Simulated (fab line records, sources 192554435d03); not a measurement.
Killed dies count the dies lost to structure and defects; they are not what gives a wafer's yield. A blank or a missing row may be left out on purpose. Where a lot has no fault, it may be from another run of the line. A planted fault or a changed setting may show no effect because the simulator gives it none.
Chamber matching + flow n5_finfet + N5_BEOL_M7_CURE_75 on uv_cure-02: 3 sister chambers
The step cures SiCOH lowk, time 120 s. 22 wafers are shown with their chamber, then 11 later ones without.

## WAFERS WITH THEIR CHAMBER
| wafer  | chamber | wafer_temp_C_max | lamp_power_pct (%) |
|--------|---------|------------------|--------------------|
| L077.2 | 0       | 371.3            | 52.32              |
| L077.3 | 0       | 370.7            | 52.33              |
| L077.6 | 0       | 371.1            | 52.25              |
| L078.2 | 2       | 371.7            | 52.34              |
| L078.5 | 2       | 371.3            | 52.37              |
| L078.6 | 2       | 372.1            | 52.35              |
| L080.1 | 0       | 371.4            | 52.36              |
| L080.2 | 0       | 371.3            | 52.28              |
| L080.6 | 0       | 371.6            | 52.27              |
| L081.1 | 1       | 370.7            | 52.36              |
| L081.3 | 1       | 370.8            | 52.24              |
| L081.6 | 1       | 370.4            | 52.32              |
| L084.1 | 2       | 372.1            | 52.30              |
| L084.2 | 2       | 372.5            | 52.29              |
| L084.5 | 2       | 372.2            | 52.38              |
| L086.1 | 0       | 371.4            | 52.41              |
| L086.4 | 0       | 371.2            | 52.36              |
| L086.5 | 0       | 371.3            | 52.34              |
| L085.1 | 2       | 372.7            | 52.34              |
| L085.2 | 2       | 371.7            | 52.25              |
| L085.6 | 2       | 371.3            | 52.24              |
| L087.1 | 1       | 371.5            | 52.24              |

SIGNATURES, as means of the wafers listed above
| reading          | chamber 0 | chamber 1 | chamber 2 | scatter within a chamber |
|------------------|-----------|-----------|-----------|--------------------------|
| wafer_temp_C_max | 371.256   | 370.850   | 371.956   | 0.404                    |
| lamp_power_pct   | 52.3244   | 52.2900   | 52.3178   | 0.0522                   |
Rule: for each reading, subtract the chamber's mean from the wafer's reading, divide by that reading's scatter and square the result; add these up over the readings and take the root, which gives the wafer's distance from the chamber. If the next closest chamber is less than 2 further off than the closest, the wafer can't be placed; otherwise it belongs to the closest. How the scatter is found: for the shown wafers, subtract from each reading the mean of its chamber, square and add these, divide the total by (wafers less chambers), then take the root.

## WAFERS WITH NO CHAMBER GIVEN
| wafer  | wafer_temp_C_max | lamp_power_pct (%) |
|--------|------------------|--------------------|
| L087.5 | 371.2            | 52.31              |
| L087.6 | 370.5            | 52.27              |
| L090.1 | 370.8            | 52.36              |
| L090.4 | 371.2            | 52.34              |
| L090.5 | 371.0            | 52.28              |
| L089.1 | 371.2            | 52.36              |
| L089.2 | 370.8            | 52.31              |
| L089.5 | 371.2            | 52.35              |
| L092.1 | 371.8            | 52.26              |
| L092.3 | 372.2            | 52.33              |
| L092.5 | 372.8            | 52.30              |

## EACH ONE'S CHAMBER
| wafer  | from the rows above          | in truth |
|--------|------------------------------|----------|
| L087.5 | can't be placed: 0 or 1 or 2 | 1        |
| L087.6 | can't be placed: 1 or 0      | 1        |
| L090.1 | can't be placed: 0 or 1 or 2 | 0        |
| L090.4 | can't be placed: 0 or 1 or 2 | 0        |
| L090.5 | can't be placed: 1 or 0      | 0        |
| L089.1 | can't be placed: 0 or 1 or 2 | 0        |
| L089.2 | can't be placed: 1 or 0      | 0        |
| L089.5 | can't be placed: 0 or 1 or 2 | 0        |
| L092.1 | can't be placed: 2 or 0 or 1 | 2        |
| L092.3 | can't be placed: 2 or 0      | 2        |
| L092.5 | can't be placed: 2 or 0      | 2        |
Correct placement for 0 of the 11. Not placeable from these rows: 11 (in 11, the candidates include the true chamber). Placed wrongly: 0.
